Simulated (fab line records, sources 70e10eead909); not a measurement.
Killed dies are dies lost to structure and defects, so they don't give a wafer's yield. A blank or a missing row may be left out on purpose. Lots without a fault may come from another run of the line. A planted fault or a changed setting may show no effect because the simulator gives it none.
A struck lot beside a sound one | flow nand_harc | 14 steps out of a route of 1159
Sound: wafers L720.1, L720.2, L720.4. Struck: wafer L728.2. The cause comes at the end.
At each step with rows: each side's tool, then ch and its chambers, then its first start. Under that, the readings that differ: sound wafers | struck wafers | difference of the means | sigmas: that difference in standard deviations of wafers without a fault.
alike: readings whose means differ by less than 2 such deviations, and words and numbers that are the same on both sides. not compared: withheld readings, readings that some wafer has no value for, bounds like >300 that may hide the same value, and numbers for which the record gives no deviation and whose values overlap.
The two part at a step that has a row with sigmas, a row that says differs or no value, or rows on one side only. Numbers that don't overlap but have no deviation are shown without sigmas and don't part them. A reading that every wafer of one side lacks parts them only if that side has two wafers or more.

NHARC_P_CONTACT_CVD_23: deposits W, target thk 200 nm, time 557 s.
  sound on cvd_w-02 ch 0,1; struck on cvd_w-01 ch 1
  reading                | sound       | struck | difference | sigmas
  heater_power_w (W)     | 566 478 582 | 408    | -134       | -2
  throttle_valve_pct (%) | 8.6 8.8 8.4 | 7.5    | -1.1       | -2
  not compared: since_wet_clean_h
NHARC_P_CONTACT_CMP_24: polishes, t overpolish 30 s, target thk 200 nm.
  sound on cmp-03 ch 0,2,3, day 6 20:34; struck on cmp-01 ch 0, day 8 22:08
  alike: motor_current_A, overpolish_run_s, time_to_endpoint_s
then, 1 step without rows for these wafers: NHARC_P_CONTACT_SRD_26.
NHARC_P_CONTACT_INSPECT_27:
  sound on defect_inspect-01, day 6 20:58; struck on defect_inspect-01, day 8 22:31
  alike: raw_defect_count
then, 7 steps without rows for these wafers: NHARC_P_M0_DEP_00 (deposits SiOC, target thk 150 nm); NHARC_P_M0_DEHYDRATE_01 (time 120 s); NHARC_P_M0_HMDS_02 (time 30 s); NHARC_P_M0_COAT_33 (time 65 s); NHARC_P_M0_COAT_03 (resist thk 90 nm); NHARC_P_M0_SOFTBAKE_04 (time 55 s); NHARC_P_M0_EBR_05.
NHARC_P_M0_EXPOSE_06: exposes mask P M0, target cd 90 nm.
  sound on arfi_scanner-01 ch 0, day 6 21:44; struck on arfi_scanner-01 ch 0, day 8 23:10
  reading              | sound             | struck | difference | sigmas
  exposure_dose_mJ_cm2 | 81.30 81.35 81.33 | 81.65  | +0.32      | +4
  alike: mask
then, 1 step without rows for these wafers: NHARC_P_M0_PEB_07 (peb time 65 s).
NHARC_END_SORT_01:
  the record has rows for the sound wafers here (prober-02 ch 0, day 23 19:53) and none for the struck ones

WHERE THEY PART
First at NHARC_P_CONTACT_CVD_23; last, within this record, at NHARC_END_SORT_01.

WHY: what the simulator had put in
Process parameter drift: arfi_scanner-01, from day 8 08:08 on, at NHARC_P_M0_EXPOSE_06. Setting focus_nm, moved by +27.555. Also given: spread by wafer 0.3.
